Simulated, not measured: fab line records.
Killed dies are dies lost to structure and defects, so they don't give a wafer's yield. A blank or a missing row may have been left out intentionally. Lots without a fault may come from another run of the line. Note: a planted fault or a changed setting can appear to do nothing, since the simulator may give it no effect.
A struck lot beside a sound one :: flow n5 finfet :: 14 out of 1938 route steps
Sound: these wafers, L870.2, L870.3, L870.6. The struck wafers were L883.1, L883.4, L883.5. The cause comes at the end.
Each step with rows lists, per side, the tool, then ch with its chambers, then its first start. Under that, the readings that differ: sound wafers :: struck wafers :: difference of the means :: sigmas: that difference in standard deviations of wafers without a fault.
alike: readings whose means differ by less than 2 such deviations, and words and numbers that are the same on both sides. not compared: withheld readings, readings that some wafer has no value for, bounds like >300 that may hide the same value, and numbers for which the record gives no deviation and whose values overlap.
A row with sigmas, a row that says differs or no value, or rows on one side alone: a step with any of these is where the two part. Numbers that have no deviation but don't overlap get no sigmas and don't part them. Lack of a reading on every wafer of one side parts them only where that side has two or more wafers.

N5_BEOL_M9_OVL_MEAS_29:
  sound on overlay-02 ch 0, day 12 03:50; struck on overlay-02 ch 0, day 16 00:09
  alike: V8_OVL
N5_BEOL_M9_INSPECT_30: inspects for defects (brightfield).
  sound on defect inspect-02 at day 12 03:53; struck on defect inspect-02 at day 16 00:13
reading: raw defect count
sound: 528 661 661
struck: 379 352 411
difference: -236
sigmas: -3
N5_BEOL_M9_DESCUM_33: chemistry O2, time 7 s.
  sound on rie diel-02 ch 0,1, day 12 03:56; struck on rie diel-05 ch 0,2,3, day 16 00:53
  alike: drypump motor current A, oes product au, rf fwd power W, rf vpp V, showerhead plenum p Torr, throttle valve pct
  not compared: rf hours counter h
N5_BEOL_M9_ETCH_76: etches underlayer in N2/H2, target depth 6.5 nm, time 5.2 s.
  sound on rie diel-02 ch 0,1, day 12 03:58; struck on rie diel-05 ch 0,2,3, day 16 00:55
  alike: drypump motor current A, etch rf on time s, oes product au, rf fwd power W, rf vpp V, showerhead plenum p Torr, throttle valve pct
  not compared: rf hours counter h
then, 1 step without rows for these wafers: N5_BEOL_M9_ETCH_65 (etches SiARC in CF4, target depth 15.6 nm, time 26 s).
N5_BEOL_M9_ETCH_66: etches SOC in N2/H2, target depth 80 nm, overetch 16 nm, time 120 s.
  sound on rie diel-02 ch 0,1, day 12 04:00; struck on rie diel-05 ch 0,2,3, day 16 00:58
  alike: drypump motor current A, oes product au, rf fwd power W, rf vpp V, showerhead plenum p Torr, throttle valve pct
  not compared: rf hours counter h
then, 2 steps without rows for these wafers: N5_BEOL_M9_STRIP_69 (strips in N2/H2); N5_BEOL_M9_STRIP_77 (strips in N2/H2).
N5_BEOL_M9_VIA_ETCH_34: etches SiCOH lowk in C4F6/O2, target depth 182.4 nm, time 68.4 s.
  sound on rie diel-02 ch 0,1, day 12 04:07; struck on rie diel-05 ch 0,2,3, day 16 01:04
  alike: C4F6_flow_sccm, drypump motor current A, oes product au, rf fwd power W, rf vpp V, showerhead plenum p Torr, throttle valve pct
  not compared: rf hours counter h
then, 3 steps without rows for these wafers: N5_BEOL_M9_STRIP_73 (strips in C4F6/O2); N5_BEOL_M9_STRIP_36 (strips in N2/H2); N5_BEOL_M9_TRENCH_ETCH_37 (etches SiCOH lowk in C4F6/O2, target depth 151.43 nm, time 49 s).
N5_BEOL_M9_ETCH_41: etches SiCN in CH3F/O2, target depth 36.6 nm, time 70.1 s.
  sound on rie diel-02 ch 0,1, day 12 04:15; struck on rie diel-05 ch 0,2,3, day 16 01:12
reading: oes product au (a.u.)
sound: 0.85 0.93 0.93
struck: 0.62 0.51 0.69
difference: -0.30
sigmas: -3

reading: model.etch.depth nm (nm)
sound: 26.49 27.34 27.22
struck: 14.14 14.08 14.2
difference: -12.88
sigmas: 
  alike: drypump motor current A, rf fwd power W, rf vpp V, showerhead plenum p Torr, throttle valve pct
  not compared: rf hours counter h
N5_BEOL_M9_STRIP_80: strips in N2/H2, time 10 s.
  sound: rie diel-02 ch 0,1; struck: rie diel-05 ch 0,2,3
  alike: drypump motor current A, oes product au, rf vpp V, showerhead plenum p Torr, throttle valve pct
  not compared: rf hours counter h

== WHERE THEY PART ==
First at N5_BEOL_M9_INSPECT_30; last, within this record, at N5_BEOL_M9_ETCH_41. Later steps at which nothing parts them and some readings are alike: N5_BEOL_M9_STRIP_80.

WHY: what had been put in by the simulator
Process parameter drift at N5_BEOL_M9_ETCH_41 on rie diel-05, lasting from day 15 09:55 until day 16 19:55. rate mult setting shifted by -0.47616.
